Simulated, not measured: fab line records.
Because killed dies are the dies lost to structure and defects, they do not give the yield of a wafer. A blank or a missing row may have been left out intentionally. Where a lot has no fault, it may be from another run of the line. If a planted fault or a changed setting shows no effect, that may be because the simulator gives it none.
Split-lot study ; flow n5-finfet ; on a route of 1938 steps: 7 lots, 39 wafers read

ABOUT THE SPLIT
At N5_MOL_CONTACT_COAG_ETCH_106 (etches SOC in N2/H2, target depth 80 nm, overetch 16 nm, time 120 s), the setting target-depth-a was moved away from the recipe's 800 angstrom on 18 of the 39 wafers read, by -9.0% to +10.3%. All remaining wafers had this setting at the recipe value.

The reading is taken at the split's own step.

THE READING
SiARC_of_MOL_CONTACT_COAG_COAT_104.thk-nm (the simulator's own value, which no gauge read), in nm, at N5_MOL_CONTACT_COAG_ETCH_106 (etches SOC in N2/H2, target depth 80 nm, overetch 16 nm, time 120 s). No usual value for it is given in the file. Average 6.3 nm, standard deviation 0.1 nm, over the 21 wafers here run with the recipe.

wafer;tool, chamber at the split;target-depth-a as run, angstrom;against the recipe;SiARC_of_MOL_CONTACT_COAG_COAT_104.thk-nm, nm;against lot-mates on the recipe
L075.1;rie-diel-04, 1,2;800;recipe;6.4;-
L075.6;rie-diel-04, 1,2;800;recipe;6.4;-
L075.2;rie-diel-04, 0,1;727.7;-9.0%;6.8;+0.5
L075.5;rie-diel-04, 0,1;727.7;-9.0%;6.8;+0.5
L075.3;rie-diel-04, 3;800;recipe;6.2;-
L075.4;rie-diel-04, 2;727.7;-9.0%;7;+0.7
L084.1;rie-diel-03, 3,2,3;800;recipe;6.4;-
L084.3;rie-diel-03, 3,2,3;800;recipe;6.4;-
L084.5;rie-diel-03, 3,2,3;800;recipe;6.4;-
L084.2;rie-diel-03, 1,0,0;867.6;+8.5%;6;-0.4
L084.4;rie-diel-03, 1,0,0;867.6;+8.5%;6;-0.4
L084.6;rie-diel-03, 1,0,0;867.6;+8.5%;6;-0.4
L086.1;rie-diel-03, 2;800;recipe;6.2;-
L086.2;rie-diel-03, 3,0,3;826.6;+3.3%;6.2;-0.1
L086.5;rie-diel-03, 3,0,3;826.6;+3.3%;6.2;-0.1
L086.6;rie-diel-03, 3,0,3;826.6;+3.3%;6.2;-0.1
L086.3;rie-diel-03, 0,1;800;recipe;6.4;-
L086.4;rie-diel-03, 0,1;800;recipe;6.4;-
L091.1;rie-diel-04, 3,1,3;800;recipe;6.2;-
L091.4;rie-diel-04, 3,1,3;800;recipe;6.2;-
L091.5;rie-diel-04, 3,1,3;800;recipe;6.2;-
L091.2;rie-diel-04, 2,0;854.9;+6.9%;6;-0.2
L091.6;rie-diel-04, 2,0;854.9;+6.9%;6;-0.2
L091.3;rie-diel-04, 0;854.9;+6.9%;5.8;-0.4
L092.1;rie-diel-04, 2,1,2;763;-4.6%;6.6;+0.3
L092.3;rie-diel-04, 2,1,2;763;-4.6%;6.6;+0.3
L092.6;rie-diel-04, 2,1,2;763;-4.6%;6.6;+0.3
L092.2;rie-diel-04, 0,1;800;recipe;6.4;-
L092.5;rie-diel-04, 0,1;800;recipe;6.4;-
L092.4;rie-diel-04, 3;800;recipe;6.2;-
L095.2;rie-diel-04, 0;800;recipe;6.4;-
L095.4;rie-diel-04, 1,0;800;recipe;6.2;-
L095.5;rie-diel-04, 1,0;800;recipe;6.2;-
L097.1;rie-diel-05, 3,3,2;800;recipe;6.2;-
L097.4;rie-diel-05, 3,3,2;800;recipe;6.2;-
L097.5;rie-diel-05, 3,3,2;800;recipe;6.2;-
L097.2;rie-diel-05, 1;882;+10.3%;5.8;-0.4
L097.6;rie-diel-05, 1;882;+10.3%;5.8;-0.4
L097.3;rie-diel-05, 2;882;+10.3%;5.6;-0.6
Where a row lists several chambers, the file gives one row for several wafers and doesn't say which wafer went through which chamber.

FIT RESULTS
A straight line over all 39 wafers: SiARC_of_MOL_CONTACT_COAG_COAT_104.thk-nm changes by -0.0535 nm for each +1% of target-depth-a; r = -0.94; the points scatter about the line by 0.1 nm.
The same after taking each lot's own level away (the mean of its wafers on the recipe; 39 wafers): -0.0498 nm for each +1%; r = -0.96; scatter 0.077 nm.
According to that fit, moving target-depth-a by its largest amount changes the reading by 0.51 nm.
Measured against the standard deviation above, the lots' own levels, which go from 6.20 to 6.40 nm, span 2.0 times it.
The two slopes agree, so the slope changes little with the lot-to-lot level.
Check: with one of the wafers moved furthest among these (+10.3%) left out of the fit, the line predicts -0.5 nm for it against its lot-mates. Against them it came out at -0.4 nm.

OTHER SPLITS APPLIED TO THESE WAFERS
Before the reading, these wafers also passed through other splits. Each is held against what the fit with the lots' levels taken away leaves over:
other split on the same wafers;wafers away from the commonest value;r with SiARC_of_MOL_CONTACT_COAG_COAT_104.thk-nm (lot level and that fit taken away)
N5_FIN_CUT_CUT_ETCH_15 bias-w;as run: not given for these wafers;-
N5_DUMMY_GATE_EXPOSE_12 dose-mj;12;+0.01
N5_DUMMY_GATE_ETCH_37 source-w;18;+0.09
N5_SPACER0_ALD_08 target-thk-a;15;-0.15

FILE'S OWN FIT
SiARC_of_MOL_CONTACT_COAG_COAT_104.thk-nm changes by -0.0488 nm for each +1% of target-depth-a, r = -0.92.
